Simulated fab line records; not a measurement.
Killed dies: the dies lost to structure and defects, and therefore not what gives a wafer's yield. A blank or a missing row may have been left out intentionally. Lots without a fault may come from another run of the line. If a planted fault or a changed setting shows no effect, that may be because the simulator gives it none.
Chamber matching    flow n5-finfet    N5_BEOL_M3_DEP_57 on pecvd-03 has 3 sister chambers
The step deposits SiCN from 3MS/NH3, target thk 8 nm, time 14 s. 3 wafers are shown with their chamber, then 8 later ones without.

## WAFERS PAIRED WITH THEIR CHAMBERS
wafer   chamber  throttle-valve-pct (%)
L088.4  1        8.1
L088.5  0        9.0
L090.2  2        8.5

## WAFERS WITHOUT THEIR CHAMBER
wafer   throttle-valve-pct (%)
L090.3  8.0
L090.6  8.2
L093.2  8.8
L093.3  8.7
L093.5  8.3
L094.1  8.5
L094.4  8.3
L094.5  8.5

## WHICH CHAMBER EACH WENT THROUGH
wafer   from the rows above      in truth
L090.3  1                        1
L090.6  can't be placed: 1 or 2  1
L093.2  can't be placed: 0 or 2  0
L093.3  can't be placed: 2 or 0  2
L093.5  can't be placed: 2 or 1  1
L094.1  2                        2
L094.4  can't be placed: 2 or 1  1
L094.5  2                        2
Correct placement for 3 of the 8. These rows do not allow placing 5 (true chamber among the candidates in 5). 0 placed wrongly.
How it was worked out, from the rows above alone: a wafer's distance from a chamber is the root of the sum, over the readings, of the square of ((its reading less the chamber's mean) divided by the reading's scatter). If the next closest chamber is less than 2 further off than the closest, the wafer can't be placed; otherwise it belongs to the closest. Each chamber's mean is taken over the wafers shown for it. The scatter (one wafer shown for each chamber): square how far every hidden wafer sits from the nearest shown wafer, average those squares and take the square root.
